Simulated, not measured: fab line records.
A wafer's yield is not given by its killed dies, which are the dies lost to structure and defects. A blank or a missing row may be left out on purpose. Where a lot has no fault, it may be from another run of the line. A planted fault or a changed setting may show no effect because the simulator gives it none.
Matching of chambers    flow nand_harc    4 sister chambers for NHARC_A_CHANNEL_FILL_D1_ETCHBACK_19 on rie_si-05
The step etches the open film in HBr/Cl2, target depth 5 nm, time 1.7 s. 4 wafers are shown with their chamber, then 6 later ones without.

== WAFERS WITH THEIR CHAMBER ==
wafer   chamber  drypump_motor_current_A (A)
L542.6  1        5.77
L544.1  2        5.39
L544.6  0        5.73
L546.6  3        5.24

== WAFERS WITH NO CHAMBER GIVEN ==
wafer   drypump_motor_current_A (A)
L551.1  5.84
L551.3  5.38
L551.4  5.75
L553.2  5.38
L553.4  5.70
L553.5  5.27

== WHICH CHAMBER EACH WENT THROUGH ==
wafer   from the rows above      in truth
L551.1  can't be placed: 1 or 0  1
L551.3  2                        2
L551.4  can't be placed: 0 or 1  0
L553.2  2                        2
L553.4  can't be placed: 0 or 1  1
L553.5  3                        3
Correctly placed: 3 of 6. Unplaceable from these rows: 3, with the true chamber sitting among the candidates in 3. Wrongly placed: 0.
How it was worked out, from the rows above alone: a wafer's distance from a chamber is the root of the sum, over the readings, of the square of ((its reading less the chamber's mean) divided by the reading's scatter). The wafer belongs to the nearest chamber; if the next one is less than 2 further off, it can't be placed. Each chamber's mean is taken over the wafers shown for it. The scatter (one wafer shown for each chamber): square how far every hidden wafer sits from the nearest shown wafer, average those squares and take the square root.
